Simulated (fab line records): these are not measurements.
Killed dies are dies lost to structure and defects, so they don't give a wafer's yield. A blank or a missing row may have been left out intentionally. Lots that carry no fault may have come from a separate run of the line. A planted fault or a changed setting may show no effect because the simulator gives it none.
Chamber matching ; flow nand-harc ; 4 sister chambers for NHARC_A_STAIRCASE_DESCUM_270 on rie-diel-04
The step chemistry O2, time 3 s. 16 wafers are shown with their chamber, then 8 later ones without.

## WAFERS PAIRED WITH THEIR CHAMBERS
wafer;chamber;showerhead-plenum-p-Torr (Torr);drypump-motor-current-A (A);oes-product-au (a.u.)
L074.1;0;2.03;5.7;1.030
L074.3;2;1.78;5.6;0.997
L074.6;2;1.78;5.6;0.996
L075.3;1;1.89;5.4;0.993
L075.4;3;1.82;6.2;0.994
L075.6;3;1.82;6.2;1.000
L075.1;2;1.78;5.5;0.993
L075.2;0;2.03;5.7;1.015
L075.5;0;2.03;5.7;1.019
L076.2;2;1.78;5.6;0.988
L076.3;3;1.82;6.2;1.005
L076.5;0;2.03;5.7;1.037
L080.1;3;1.82;6.2;1.002
L080.3;1;1.89;5.4;0.994
L080.6;2;1.78;5.6;0.985
L083.1;1;1.88;5.4;0.986

SIGNATURES (averages over the wafers above)
reading;chamber 0;chamber 1;chamber 2;chamber 3;scatter within a chamber
showerhead-plenum-p-Torr;2.0300;1.8867;1.7800;1.8200;0.00236
drypump-motor-current-A;5.700;5.400;5.580;6.200;0.0258
oes-product-au;1.02525;0.99100;0.99180;1.00025;0.00655
Rule: a wafer's distance from a chamber is the root of the sum, over the readings, of the square of ((its reading less the chamber's mean) divided by the reading's scatter). The wafer belongs to the nearest chamber; if the next one is less than 2 further off, it can't be placed. The scatter: the root of (the sum of the squares of (reading less its chamber's mean) over the shown wafers, divided by (wafers less chambers)).

## WAFERS MISSING THEIR CHAMBER
wafer;showerhead-plenum-p-Torr (Torr);drypump-motor-current-A (A);oes-product-au (a.u.)
L083.3;1.78;5.6;0.990
L083.4;1.81;6.2;1.006
L086.1;1.77;5.6;1.002
L086.5;2.02;5.7;1.017
L086.6;1.88;5.4;0.996
L097.2;1.80;6.2;1.010
L097.4;2.07;5.6;1.000
L097.6;2.01;5.7;1.025

## WHICH CHAMBER EACH ONE RAN IN
wafer;from the rows above;in truth
L083.3;2;2
L083.4;3;3
L086.1;2;2
L086.5;0;0
L086.6;1;1
L097.2;3;3
L097.4;0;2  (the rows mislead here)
L097.6;0;0
Correct placement for 7 of the 8. Not placeable from these rows: 0. Number placed wrongly: 1.
